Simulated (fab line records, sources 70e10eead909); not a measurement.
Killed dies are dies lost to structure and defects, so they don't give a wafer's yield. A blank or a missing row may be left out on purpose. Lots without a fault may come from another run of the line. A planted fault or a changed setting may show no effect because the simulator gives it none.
Chamber matching | flow nand_harc | NHARC_A_M1_STRIP_18 on rie_diel-11: 4 sister chambers
The step strips in N2/H2. 14 wafers are shown with their chamber, then 7 later ones without.

WAFERS WITH THEIR CHAMBER
wafer  | chamber | drypump_motor_current_A (A) | rf_vpp_V (V) | oes_product_au (a.u.)
L459.2 | 3       | 6.31                        | 92.9         | 1.001
L459.3 | 1       | 5.54                        | 89.6         | 0.981
L459.5 | 3       | 6.31                        | 92.2         | 1.003
L462.1 | 2       | 5.42                        | 89.4         | 0.986
L462.5 | 1       | 5.53                        | 88.5         | 0.988
L462.6 | 2       | 5.42                        | 90.0         | 0.990
L469.3 | 0       | 5.78                        | 90.9         | 0.985
L469.4 | 3       | 6.33                        | 91.9         | 1.002
L469.5 | 3       | 6.32                        | 92.7         | 1.011
L465.2 | 3       | 6.31                        | 91.4         | 1.004
L465.4 | 0       | 5.75                        | 92.3         | 0.979
L465.5 | 2       | 5.44                        | 90.3         | 0.978
L468.1 | 3       | 6.31                        | 91.4         | 0.999
L468.2 | 0       | 5.80                        | 91.7         | 0.999

SIGNATURES (means of the wafers above)
reading                 | chamber 0 | chamber 1 | chamber 2 | chamber 3 | scatter within a chamber
drypump_motor_current_A | 5.7767    | 5.5350    | 5.4267    | 6.3150    | 0.0139
rf_vpp_V                | 91.633    | 89.050    | 89.900    | 92.083    | 0.636
oes_product_au          | 0.98767   | 0.98450   | 0.98467   | 1.00333   | 0.00629
Rule: a wafer's distance from a chamber is the root of the sum, over the readings, of the square of ((its reading less the chamber's mean) divided by the reading's scatter). The wafer belongs to the nearest chamber; if the next one is less than 2 further off, it can't be placed. The scatter: the root of (the sum of the squares of (reading less its chamber's mean) over the shown wafers, divided by (wafers less chambers)).

WAFERS WITHOUT THEIR CHAMBER
wafer  | drypump_motor_current_A (A) | rf_vpp_V (V) | oes_product_au (a.u.)
L468.4 | 5.52                        | 91.3         | 0.987
L471.1 | 6.32                        | 91.6         | 1.011
L471.3 | 5.75                        | 90.9         | 0.991
L471.4 | 5.55                        | 89.3         | 0.994
L481.3 | 6.32                        | 91.4         | 0.997
L481.5 | 5.40                        | 91.3         | 0.986
L481.6 | 6.33                        | 91.7         | 0.987

WHICH CHAMBER EACH WENT THROUGH
wafer  | from the rows above | in truth
L468.4 | 1                   | 1
L471.1 | 3                   | 3
L471.3 | 0                   | 0
L471.4 | 1                   | 1
L481.3 | 3                   | 3
L481.5 | 2                   | 2
L481.6 | 3                   | 3
Placed correctly: 7 of 7. Can't be placed from these rows: 0. Placed wrongly: 0.
